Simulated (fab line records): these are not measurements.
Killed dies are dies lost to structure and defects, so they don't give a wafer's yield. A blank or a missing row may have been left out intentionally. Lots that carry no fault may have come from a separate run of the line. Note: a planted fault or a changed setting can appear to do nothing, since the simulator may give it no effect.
Comparing a struck lot with a sound one + flow n5Finfet + 14 out of 1938 route steps
Sound: the wafers L745.1, L745.2, L745.4. The struck wafers were L754.3, L754.5, L754.6. The cause is named last.
Order at every step that has rows: each side's tool, ch and its chambers, its first start. Under that, the readings that differ: sound wafers + struck wafers + difference of the means + sigmas: that difference in standard deviations of wafers without a fault.
alike: same words and numbers on both sides, and readings whose means sit less than 2 such deviations apart. not compared: any withheld reading, any reading some wafer has no value for, any bound like >300 that may hide the same value, and any number with overlapping values for which the record gives no deviation.
The two part at a step that has a row with sigmas, a row that says differs or no value, or rows on one side only. Numbers that don't overlap but have no deviation are shown without sigmas and don't part them. A reading missing from all wafers of one side parts the sides only when that side holds two or more wafers.

first, 1 step without rows for these wafers: N5_PASSIVATION_HARDBAKE_31 (time 120 s).
N5_PASSIVATION_CD_MEAS_30: target cd 4000 nm.
  sound on cdSem-01 ch 0, day 14 04:22; struck on cdSem-03 ch 0, day 17 00:35
  alike: cdNm
N5_PASSIVATION_OVL_MEAS_63:
  sound on overlay-01 ch 0, day 14 04:24; struck on overlay-02 ch 0, day 17 00:37
  alike: PAD_OVL
N5_PASSIVATION_INSPECT_64: inspects for defects (macro).
  struck on defectInspect-02, day 17 00:38; sound on defectInspect-02, day 14 04:25
  alike: rawDefectCount
N5_PASSIVATION_DESCUM_32: chemistry O2, time 7.9 s.
  sound on rieDiel-05 ch 0,2,3, day 14 04:29; struck on rieDiel-04 ch 1,2, day 17 00:40
  alike: drypumpMotorCurrentA, oesProductAu, rfFwdPowerW, rfVppV, showerheadPlenumPTorr, throttleValvePct
  not compared: rfHoursCounterH
N5_PASSIVATION_AL_ETCH_33: etches Al in Cl2/BCl3, stops on TaN, target depth 2800 nm, time 466.7 s.
  sound on rieMetal-03 ch 0,1, day 14 04:35; struck on rieMetal-02 ch 0,1, day 17 00:56
  alike: drypumpMotorCurrentA, heBacksideLeakSccm, oesProductAu, rfFwdPowerW, throttleValvePct
  not compared: rfHoursCounterH
N5_PASSIVATION_ETCH_59: etches TaN in Cl2/BCl3, target depth 65 nm, time 34.9 s.
  sound on rieMetal-03 ch 0,1, day 14 04:59; struck on rieMetal-02 ch 0,1, day 17 01:19
  alike: drypumpMotorCurrentA, heBacksideLeakSccm, oesProductAu, rfFwdPowerW, throttleValvePct
  not compared: rfHoursCounterH
N5_PASSIVATION_STRIP_34: strips in O2.
  sound on rieDiel-05 ch 0,2,3, day 14 05:06; struck on rieDiel-06 ch 0,1, day 17 01:25
| reading                      | sound          | struck         | difference | sigmas |
|------------------------------|----------------|----------------|------------|--------|
| showerheadPlenumPTorr (Torr) | 2.07 2.05 2.04 | 2.24 2.24 2.19 | +0.17      | +2     |
  alike: drypumpMotorCurrentA, oesProductAu, rfVppV, throttleValvePct
  not compared: rfHoursCounterH
then, 4 steps without rows for these wafers: N5_PASSIVATION_STRIP_51 (strips in post etch residue remover, time 1200 s); N5_PASSIVATION_CLEAN_69 (cleans in IPA, time 180 s); N5_PASSIVATION_SRD_70 (time 30 s); N5_PASSIVATION_PECVD_53 (deposits SiO2 from TEOS/O2, target thk 800 nm, time 169.4 s).
N5_PASSIVATION_PECVD_35: deposits SiNx from SiH4/NH3/N2, target thk 700 nm, time 151.3 s.
  sound on pecvd-01 ch 0,1,2, day 14 05:43; struck on pecvd-01 ch 0,1, day 17 02:01
  no value came back on the struck wafers for any of 6 readings (chamberPressureTorr (Torr), heaterPowerOuterW (W) and others); on the sound wafers chamberPressureTorr (Torr) reads 4.883 4.881 4.892
then, 1 step without rows for these wafers: N5_PASSIVATION_HMDS_37 (time 60 s).

WHERE THEY PART
Earliest at N5_PASSIVATION_STRIP_34; latest, in this record, at N5_PASSIVATION_PECVD_35.

WHY: the cause the simulator had injected
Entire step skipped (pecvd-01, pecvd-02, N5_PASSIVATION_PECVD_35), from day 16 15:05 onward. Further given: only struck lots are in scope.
